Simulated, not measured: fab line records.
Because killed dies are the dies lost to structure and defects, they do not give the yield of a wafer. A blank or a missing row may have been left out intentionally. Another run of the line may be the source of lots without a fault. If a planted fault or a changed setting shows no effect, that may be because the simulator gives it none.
Chamber matching || flow nand_harc || 4 sister chambers for NHARC_A_WL_FILL_ALD_00 on ald_hk-01
The step deposits Al2O3, target thk 3 nm, pulse time 3 s, ald cycles 30. 14 wafers are shown with their chamber, then 7 later ones without.

EACH WAFER AND ITS CHAMBER
{"wafer": "L076.3", "chamber": 0, "heater_power_w (W)": 400, "susceptor_temp_C (C)": 300.14, "precursor_pulse_height_rel": 0.995}
{"wafer": "L076.5", "chamber": 0, "heater_power_w (W)": 403, "susceptor_temp_C (C)": 299.95, "precursor_pulse_height_rel": 1.028}
{"wafer": "L076.6", "chamber": 3, "heater_power_w (W)": 517, "susceptor_temp_C (C)": 299.85, "precursor_pulse_height_rel": 1.025}
{"wafer": "L081.2", "chamber": 2, "heater_power_w (W)": 511, "susceptor_temp_C (C)": 300.37, "precursor_pulse_height_rel": 0.993}
{"wafer": "L081.3", "chamber": 0, "heater_power_w (W)": 411, "susceptor_temp_C (C)": 299.76, "precursor_pulse_height_rel": 1.003}
{"wafer": "L081.6", "chamber": 2, "heater_power_w (W)": 497, "susceptor_temp_C (C)": 300.35, "precursor_pulse_height_rel": 1.027}
{"wafer": "L089.1", "chamber": 2, "heater_power_w (W)": 504, "susceptor_temp_C (C)": 299.77, "precursor_pulse_height_rel": 1.016}
{"wafer": "L089.2", "chamber": 1, "heater_power_w (W)": 482, "susceptor_temp_C (C)": 300.18, "precursor_pulse_height_rel": 1.009}
{"wafer": "L089.4", "chamber": 0, "heater_power_w (W)": 407, "susceptor_temp_C (C)": 300.26, "precursor_pulse_height_rel": 1.026}
{"wafer": "L088.2", "chamber": 0, "heater_power_w (W)": 403, "susceptor_temp_C (C)": 300.10, "precursor_pulse_height_rel": 1.021}
{"wafer": "L088.3", "chamber": 3, "heater_power_w (W)": 505, "susceptor_temp_C (C)": 299.98, "precursor_pulse_height_rel": 1.009}
{"wafer": "L088.6", "chamber": 3, "heater_power_w (W)": 512, "susceptor_temp_C (C)": 299.82, "precursor_pulse_height_rel": 0.988}
{"wafer": "L091.1", "chamber": 0, "heater_power_w (W)": 406, "susceptor_temp_C (C)": 299.77, "precursor_pulse_height_rel": 1.004}
{"wafer": "L091.3", "chamber": 3, "heater_power_w (W)": 506, "susceptor_temp_C (C)": 299.99, "precursor_pulse_height_rel": 1.003}

SIGNATURES, as means of the wafers listed above
{"reading": "heater_power_w", "chamber 0": 405.00, "chamber 1": 482.00, "chamber 2": 504.00, "chamber 3": 510.00, "scatter within a chamber": 5.16}
{"reading": "susceptor_temp_C", "chamber 0": 299.9967, "chamber 1": 300.1800, "chamber 2": 300.1633, "chamber 3": 299.9100, "scatter within a chamber": 0.216}
{"reading": "precursor_pulse_height_rel", "chamber 0": 1.01283, "chamber 1": 1.00900, "chamber 2": 1.01200, "chamber 3": 1.00625, "scatter within a chamber": 0.0151}
Rule: for a wafer and a chamber, the distance is found by dividing, reading by reading, the gap between the wafer's reading and the chamber's mean by the reading's scatter, squaring, summing and taking the root. If the next closest chamber is less than 2 further off than the closest, the wafer can't be placed; otherwise it belongs to the closest. The scatter is the square root of a quotient: the sum, over the shown wafers, of each reading's squared deviation from its chamber's mean, divided by wafers minus chambers.

WAFERS WITHOUT THEIR CHAMBER
{"wafer": "L091.4", "heater_power_w (W)": 498, "susceptor_temp_C (C)": 299.91, "precursor_pulse_height_rel": 0.982}
{"wafer": "L096.3", "heater_power_w (W)": 482, "susceptor_temp_C (C)": 300.01, "precursor_pulse_height_rel": 1.023}
{"wafer": "L096.4", "heater_power_w (W)": 509, "susceptor_temp_C (C)": 299.84, "precursor_pulse_height_rel": 0.999}
{"wafer": "L096.5", "heater_power_w (W)": 496, "susceptor_temp_C (C)": 300.15, "precursor_pulse_height_rel": 0.973}
{"wafer": "L097.1", "heater_power_w (W)": 500, "susceptor_temp_C (C)": 300.28, "precursor_pulse_height_rel": 0.968}
{"wafer": "L097.4", "heater_power_w (W)": 398, "susceptor_temp_C (C)": 300.10, "precursor_pulse_height_rel": 0.996}
{"wafer": "L097.5", "heater_power_w (W)": 396, "susceptor_temp_C (C)": 299.98, "precursor_pulse_height_rel": 0.996}

WHICH CHAMBER EACH WENT THROUGH
{"wafer": "L091.4", "from the rows above": "can't be placed: 2 or 3 or 1", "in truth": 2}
{"wafer": "L096.3", "from the rows above": 1, "in truth": 1}
{"wafer": "L096.4", "from the rows above": "can't be placed: 3 or 2", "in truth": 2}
{"wafer": "L096.5", "from the rows above": "can't be placed: 2 or 1 or 3", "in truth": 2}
{"wafer": "L097.1", "from the rows above": "can't be placed: 2 or 3 or 1", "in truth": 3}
{"wafer": "L097.4", "from the rows above": 0, "in truth": 0}
{"wafer": "L097.5", "from the rows above": 0, "in truth": 0}
Correctly placed: 3 of 7. Unplaceable from these rows: 4, with the true chamber sitting among the candidates in 4. Placed wrongly: 0.
